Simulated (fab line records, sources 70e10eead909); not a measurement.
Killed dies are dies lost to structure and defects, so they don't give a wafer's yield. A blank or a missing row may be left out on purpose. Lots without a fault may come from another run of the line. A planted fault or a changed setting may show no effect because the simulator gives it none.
fab line records | flow nand_harc
record lots=6 wafers=16 last_day=33
route steps=1302 shown A_WL_FILL@971 A_CONTACT@983 END@1302
lots that met no fault: from a run of the same line without faults
start_h: hours from the record's first day to the start of the lot's first wafer shown | wait_h: hours since the lot's step before | " the same as in the row above | L1.1+2: a row that stands for several wafers | - no value, or no start given | * or withheld: withheld | < > ~ a bound
route shown NAME@n: a module of which the file shows steps, and the number in the route of the first | usual: mean/standard deviation of fault-free wafers | same: alike in all rows | chamber/n: place in a boat | sites: the reading at each site | _std_site: their standard deviation | _edge_site: outer sites' mean less inner sites' | radius_mm: how far each site lies from the wafer's centre | mask NAME#n: copy n | behind: the tool/chamber that last shaped the wafer | hold: why the lot was held/for how many hours/how that ended | device: the transistor (n, p or np) that didn't switch | end of line: the same wafers' tests at the end of the route | a step without rows: its recipe alone | killed: dies lost to structure and defects at the first sort, not the wafer's yield | map: a wafer's dies, x killed, . not, _ none there
set.NAME: the setting as run; set.NAME@STEP: as run at that earlier step | model.NAME: the simulator's own value behind a step, which no gauge read
lots at some steps of the route; a table a step, a row a wafer
services: from which hour (start_h, from the record's first day; less than 0 if before it) a tool's chamber was out of use, for how many hours, and why
## steps
# step NHARC_A_WL_FILL_CVD_23
# recipe target_thk_a=400 temp_c=620 pressure_mtorr=200 time_s=800 material=poly-Si
# step NHARC_A_WL_FILL_ETCHBACK_26
# recipe target_depth_a=520 time_s=13.3 hbr_flow_sccm=150 rf_w=350 icp_w=350 bias_w=60 chemistry=HBr
# usual drypump_motor_current_A=5.6/0.31 hbr_flow_sccm=150.0/0.41 oes_product_au=0.999/0.0092 throttle_valve_pct=23.266/0.0093
# columns lot.wafer tool chamber start_h wait_h drypump_motor_current_A hbr_flow_sccm oes_product_au rf_hours_counter_h throttle_valve_pct
L343.2 rie_si-05 3 491.71 0.4 6.2 149.6 0.993 0 23.263
L343.4 " 2 " " 5.8 150.0 0.990 0 23.277
L343.5 " 0 " " 5.4 149.6 0.999 - 23.248
L345.3 rie_si-04 1 509.15 0.4 5.7 150.1 1.002 1.0 23.288
L345.2 " 3 " " 5.6 150.6 0.986 1.0 23.250
L345.6 " 1 " " 5.7 149.8 0.993 - 23.257
L347.1 rie_si-04 1 518.54 0.4 5.6 150.0 1.009 1.1 23.272
L347.6 " 0 " " 5.9 149.1 1.013 - 23.265
L347.4 " 1 " " 5.6 150.5 1.014 - 23.280
L349.2 rie_si-06 0 546.12 0.4 5.4 149.9 0.995 0.6 23.262
L349.3 " 1 " " 5.9 149.3 1.002 0.7 23.264
L349.5 " 3 " " 5.8 149.6 1.000 - 23.259
L359.2 rie_si-04 2 666.37 0.4 5.5 149.7 1.004 0.8 23.260
L359.4 " 3 " " 5.6 150.0 1.002 0.9 23.287
L361.1 rie_si-06 2 681.83 0.4 5.4 150.1 0.993 0.5 23.249
L361.6 " 1 " " 6.0 150.5 0.992 - 23.290
# step NHARC_A_WL_FILL_PRECLEAN_30
# recipe time_s=10 chemistry=dHF
# step NHARC_A_WL_FILL_SRD_14
# step NHARC_A_WL_FILL_ALD_19
# recipe target_thk_a=20 pulse_time_s=3 ald_cycles=100 temp_c=450 material=TiN
# usual heater_power_w=1047/150 precursor_pulse_height_rel=0.999/0.023
# same pulse_time_s=3
# columns lot.wafer tool chamber start_h wait_h heater_power_w precursor_pulse_height_rel
L343.4 ald_metal-04 1 492.01 0.1 954 0.986
L343.2 " 2 " " 1295 0.982
L343.5 " 0 " " 976 0.980
L345.3 ald_metal-04 0 509.42 0.1 1007 0.994
L345.2 " 2 " " 1297 0.979
L345.6 " 0 " " 1047 1.002
L347.1 ald_metal-04 2 518.83 0.1 1281 0.942
L347.4 " 0 " " 1010 1.030
L347.6 " 1 " " 951 0.981
L349.3 ald_metal-02 1 546.37 0.1 915 1.008
L349.2 " 3 " " 1270 0.963
L349.5 " 1 " " 894 1.046
L359.4 ald_metal-01 0 666.62 0.1 974 0.987
L359.2 " 2 " " 929 0.990
L361.1 ald_metal-02 1 682.14 0.2 882 0.976
L361.6 " 3 " " 1353 1.014
# step NHARC_A_WL_FILL_CVD_20
# recipe target_thk_a=1000 temp_c=400 pressure_torr=40 wf6_flow_sccm=40 h2_flow_sccm=1600 ar_flow_sccm=1560 time_s=74 material=W
# usual heater_power_w=810/86 mfc_ar_sccm=1560/4.7 throttle_valve_pct=8.17/0.22
# columns lot.wafer tool chamber start_h wait_h heater_power_w mfc_ar_sccm throttle_valve_pct
L343.2 cvd_w-02 0 - - 739 1559 8.13
L343.4 " 1 " " 926 1557 8.14
L343.5 " 0 " " 749 1562 8.23
L345.2 cvd_w-01 0 - - 818 1569 8.11
L345.3 " 0 " " 815 1566 8.19
L345.6 " 0 " " 822 1565 8.11
L347.1 cvd_w-01 1 - - 734 1565 7.98
L347.4 " 0 " " 827 1561 8.21
L347.6 " 1 " " 784 1560 7.75
L349.2 cvd_w-02 1 - - 950 1561 8.02
L349.3 " 1 " " 964 1559 8.12
L349.5 " 0 " " 756 1556 8.18
L359.2 cvd_w-01 0 - - 795 1561 8.45
L359.4 " 0 " " 790 1563 8.20
L361.1 cvd_w-02 1 - - 911 1559 7.72
L361.6 " 0 " " 721 1552 8.39
# step NHARC_A_WL_FILL_CMP_12
# recipe t_overpolish_s=30 target_thk_nm=100
# usual motor_current_A=11.5/1 overpolish_run_s=30.000/0.0088 retaining_ring_pressure_frac=1.000/0.0051 time_to_endpoint_s=20.8/2.4
# columns lot.wafer tool chamber start_h wait_h motor_current_A overpolish_run_s retaining_ring_pressure_frac time_to_endpoint_s
L343.2 cmp-02 3 492.35 0.1 10.1 30.000 0.987 17.1
L343.4 " 2 " " 11.0 29.991 1.002 20.3
L343.5 " 3 " " 10.4 29.995 0.994 20.5
L345.3 cmp-03 0 509.83 0.1 10.8 30.008 0.999 21.4
L345.2 " 2 " " 12.1 29.986 1.008 21.4
L345.6 " 0 " " 10.7 29.993 0.999 21.1
L347.4 cmp-04 2 519.24 0.2 11.2 30.013 1.001 18.7
L347.1 " 3 " " 13.2 30.018 1.000 17.2
L347.6 " 0 " " 11.7 30.001 0.999 15.9
L349.3 cmp-04 0 546.77 0.1 11.4 30.009 1.004 18.6
L349.2 " 2 " " 10.3 29.998 1.000 21.4
L349.5 " 3 " " 13.5 30.003 1.001 20.7
L359.4 cmp-03 3 667.01 0.1 11.1 29.998 0.997 21.8
L359.2 " 2 " " 12.5 30.005 1.005 25.4
L361.1 cmp-04 1 682.54 0.2 11.5 30.001 1.001 22.7
L361.6 " 2 " " 10.2 29.998 1.001 19.8
# step NHARC_A_WL_FILL_SRD_31
# step NHARC_A_WL_FILL_INSPECT_15
# usual raw_defect_count=480/120
# columns lot.wafer tool chamber start_h wait_h raw_defect_count
L343.2 defect_inspect-02 - 492.83 0.0 512
L343.4 " - " " 494
L343.5 " - " " 406
L345.2 defect_inspect-02 - 510.27 0.0 299
L345.3 " - " " 295
L345.6 " - " " 298
L347.1 defect_inspect-02 - 519.70 0.0 378
L347.4 " - " " 360
L347.6 " - " " 426
L349.2 defect_inspect-01 - 547.21 0.0 533
L349.3 " - " " 406
L349.5 " - " " 513
L359.2 defect_inspect-01 - 667.47 0.0 479
L359.4 " - " " 377
L361.1 defect_inspect-01 - 682.95 0.0 290
L361.6 " - " " 407
# step NHARC_A_CONTACT_DEP_24
# recipe target_thk_a=5000 temp_c=400 pressure_torr=6.5 rf_w=900 teos_flow_sccm=161.4 flow_sccm=2650 target_thk_nm=500 gas=O2 material=SiO2
# usual heater_power_w=543/100 rf_fwd_power_W=898.9/2.6 showerhead_vpp_V=1817/84 throttle_valve_pct=16.1/0.5
# columns lot.wafer tool chamber start_h wait_h heater_power_w rf_fwd_power_W showerhead_vpp_V throttle_valve_pct
L343.2 pecvd-02 1 493.02 0.2 556 899.4 1738 15.3
L343.5 " 0 " " 410 903.9 1776 16.7
L343.4 " 1 " " 551 899.9 1765 15.6
L345.3 pecvd-02 1 510.33 0.1 594 897.7 1796 15.6
L345.2 " 2 " " 512 896.6 1859 16.0
L345.6 " 0 " " 430 899.1 1773 16.7
L347.1 pecvd-02 1 519.89 0.2 560 897.9 1761 15.7
L347.4 " 0 " " 421 903.2 1776 16.6
L347.6 " 1 " " 591 896.7 1763 15.5
L349.3 pecvd-02 0 547.34 0.1 357 898.2 1773 16.6
L349.2 " 1 " " 498 901.3 1752 15.3
L349.5 " 0 " " 379 898.8 1753 16.9
L359.2 pecvd-02 0 667.54 0.1 493 540.9 1400 17.1
L359.4 " 0 " " 515 541.7 1395 17.3
L361.1 pecvd-02 0 683.02 0.1 526 540.1 1365 17.2
L361.6 " 2 " " 473 895.6 1848 16.3
# step NHARC_A_CONTACT_DEP_28
# recipe target_thk_a=70000 temp_c=400 material=aC
# usual throttle_valve_pct=34.999/0.0088
# columns lot.wafer tool chamber start_h wait_h hold throttle_valve_pct
L343.2 acl_dep-02 0 496.70 3.3 - 35.003
L343.4 " 0 498.11 4.7 - 35.010
L343.5 " 0 " " - 34.984
L345.2 acl_dep-01 0 512.75 1.9 - 34.999
L345.3 " 0 " " - 35.010
L345.6 " 0 515.59 4.7 - 35.011
L347.1 acl_dep-03 0 520.37 0.1 - 35.002
L347.4 " 0 522.50 2.2 - 35.025
L347.6 " 0 523.93 3.6 - 35.009
L349.2 acl_dep-02 0 548.60 0.8 - 35.003
L349.3 " 0 " " - 35.002
L349.5 " 0 550.71 2.9 - 34.986
L359.2 acl_dep-01 0 675.33 7.1 await_dispo/6.3h/release 35.005
L359.4 " 0 676.75 8.5 await_dispo/6.3h/release 34.993
L361.1 acl_dep-02 0 690.02 6.3 await_dispo/5.9h/release 35.012
L361.6 " 0 693.58 9.8 await_dispo/5.9h/release 34.996
# step NHARC_END_SORT_01
# recipe temp_c=25
# usual killed_at_array=58/18 killed_at_other=1.0/1.5 killed_at_periphery=4/3.1 killed_dies=64/18 killed_open=3.4/1.9 killed_short=2.7/1.7
# same gross_dies=677
# columns lot.wafer tool chamber start_h wait_h killed_at_array killed_at_other killed_at_periphery killed_dies killed_open killed_short
L343.2 prober-01 0 575.71 2.8 56 0 7 63 7 4
L343.4 prober-01 0 577.32 3.4 45 0 3 48 2 1
L343.5 prober-01 0 578.12 3.7 57 0 0 57 4 2
L347.1 prober-01 0 598.28 2.5 36 0 4 40 2 6
L347.4 prober-01 0 600.68 3.4 39 0 1 40 3 4
L347.6 prober-01 0 602.28 4.0 40 0 3 43 5 5
L359.2 prober-01 0 765.11 2.8 75 1 5 81 4 5
L359.4 prober-01 0 766.74 3.4 67 0 1 68 1 3
L361.1 prober-01 0 794.03 2.5 28 2 5 35 3 3
L361.6 prober-01 0 798.08 4.1 26 4 5 35 5 5
# killed by level:class
L343.2 A_CHANNEL_HOLE_D1:chamber_film_flake=35 A_CHANNEL_HOLE_D2:chamber_film_flake=5 A_STAIRCASE:chamber_film_flake=4 P_M0:geometric_particle:open=3 A_CONTACT:chamber_film_flake=3 A_WL_FILL:geometric_particle:short=2 A_WL_FILL:chamber_film_flake=2 P_CONTACT:geometric_particle:open=1
L343.4 A_CHANNEL_HOLE_D1:chamber_film_flake=29 A_CHANNEL_HOLE_D2:chamber_film_flake=3 A_WL_FILL:chamber_film_flake=3 A_SLIT:chamber_film_flake=2 A_STAIRCASE:chamber_film_flake=2 A_CONTACT:chamber_film_flake=2 A_CHANNEL_FILL_D1:geometric_particle:open=1 A_ONON_D2:geometric_particle:open=1
L343.5 A_CHANNEL_HOLE_D1:chamber_film_flake=35 A_CHANNEL_HOLE_D2:chamber_film_flake=5 A_STAIRCASE:chamber_film_flake=4 A_CONTACT:chamber_film_flake=3 A_CHANNEL_FILL_D1:geometric_particle:open=2 A_ZERO_WELL:chamber_film_flake=2 A_WL_FILL:chamber_film_flake=2 A_DECK1_JOINT:geometric_particle:open=1
L347.1 A_SLIT:chamber_film_flake=21 A_CHANNEL_HOLE_D2:chamber_film_flake=4 P_GATE:geometric_particle:short=3 A_CHANNEL_HOLE_D1:chamber_film_flake=3 A_CONTACT:chamber_film_flake=2 A_WL_FILL:geometric_particle:short=2 A_DECK1_JOINT:chamber_film_flake=2 P_M1:geometric_particle:short=1
L347.4 A_SLIT:chamber_film_flake=19 A_CHANNEL_HOLE_D2:chamber_film_flake=5 A_CONTACT:chamber_film_flake=3 A_DECK1_JOINT:geometric_particle:short=2 A_CHANNEL_HOLE_D1:chamber_film_flake=2 A_ONON_D1:geometric_particle:short=1 A_ONON_D2:geometric_particle:open=1 A_ONON_D2:geometric_particle:short=1
L347.6 A_SLIT:chamber_film_flake=17 A_CHANNEL_HOLE_D2:chamber_film_flake=7 A_CHANNEL_HOLE_D1:chamber_film_flake=3 A_CONTACT:chamber_film_flake=3 A_ONON_D2:geometric_particle:open=2 A_M0:geometric_particle:short=2 P_STI:chamber_film_flake=2 P_M2:geometric_particle:open=1
L359.2 A_CHANNEL_HOLE_D1:chamber_film_flake=29 A_CHANNEL_HOLE_D2:chamber_film_flake=22 A_CONTACT:chamber_film_flake=6 A_STAIRCASE:chamber_film_flake=4 A_SLIT:chamber_film_flake=3 P_STI:chamber_film_flake=2 A_CHANNEL_FILL_D1:chamber_film_flake=2 P_GATE:geometric_particle:open=1
L359.4 A_CHANNEL_HOLE_D1:chamber_film_flake=27 A_CHANNEL_HOLE_D2:chamber_film_flake=17 A_SLIT:chamber_film_flake=6 A_CONTACT:chamber_film_flake=6 A_STAIRCASE:chamber_film_flake=4 A_CHANNEL_FILL_D2:geometric_particle:short=2 A_CHANNEL_FILL_D1:chamber_film_flake=2 A_ONON_D1:geometric_particle:short=1
L361.1 A_CHANNEL_HOLE_D1:chamber_film_flake=11 A_SLIT:chamber_film_flake=6 P_STI:chamber_film_flake=2 P_BONDPAD:chamber_film_flake=2 A_CHANNEL_FILL_D1:chamber_film_flake=2 THIN_TSV:chamber_film_flake=2 A_CHANNEL_FILL_D1:geometric_particle:open=1 A_CHANNEL_FILL_D1:geometric_particle:short=1
L361.6 A_CHANNEL_HOLE_D1:chamber_film_flake=11 A_SLIT:chamber_film_flake=7 THIN_TSV:chamber_film_flake=3 A_M0:geometric_particle:short=2 P_STI:chamber_film_flake=2 P_GATE:geometric_particle:open=1 P_M0:geometric_particle:open=1 A_ONON_D1:geometric_particle:open=1
## services
# columns tool chamber start_h hours kind
cmp-04 - 468.50 0.4 repair
ald_metal-04 - 474.00 10.0 pm
cmp-04 - 475.32 4.0 repair
cmp-04 - 503.00 4.0 pm
cvd_w-01 - 514.98 0.9 repair
rie_si-04 3 516.96 20.5 repair
cvd_w-02 - 518.89 1.3 repair
rie_si-04 - 519.00 9.0 pm
cmp-04 - 528.32 1.3 repair
ald_metal-04 2 533.85 17.8 repair
cvd_w-01 - 547.00 13.0 pm
ald_metal-04 - 553.49 0.2 repair
pecvd-02 - 589.32 13.0 pm
cmp-04 - 600.78 1.7 repair
cmp-04 - 608.54 2.7 repair
acl_dep-02 - 610.39 13.0 pm
cvd_w-01 - 617.31 1.4 repair
cvd_w-02 1 619.44 3.2 repair
cmp-04 - 629.68 1.5 repair
cvd_w-02 - 631.00 13.0 pm
rie_si-04 1 642.34 4.6 repair
ald_metal-04 - 652.00 10.0 pm
pecvd-02 - 669.94 1.5 repair
pecvd-02 0 686.03 11.0 repair
## key
first_sign step=NHARC_A_CONTACT_DEP_24 reading=rf_fwd_power_W direction=down sigmas=99+ usual=* struck=*
effect step=NHARC_A_CONTACT_DEP_24 reading=showerhead_vpp_V direction=down sigmas=5.1 usual=1817 struck=1387
met_at NHARC_A_CONTACT_DEP_24
struck_wafers L359.2,L359.4,L361.1
tester_left_out L359,L361
onset_between 547.34 667.54
fault kind=process_parameter_drift tool=pecvd-02 chamber=0 onset_h=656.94 steps=NHARC_A_CONTACT_DEP_24 channel=rf_w offset=* shape=step end_h=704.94 acts_in=* stated=*
# tester_left_out: of these lots the tester's yield and bins aren't shown, on N5 and GAA mostly nor the transistor test; their killed dies are dies lost to structure and defects alone, not to doping, threshold or leakage, so they don't give the yield
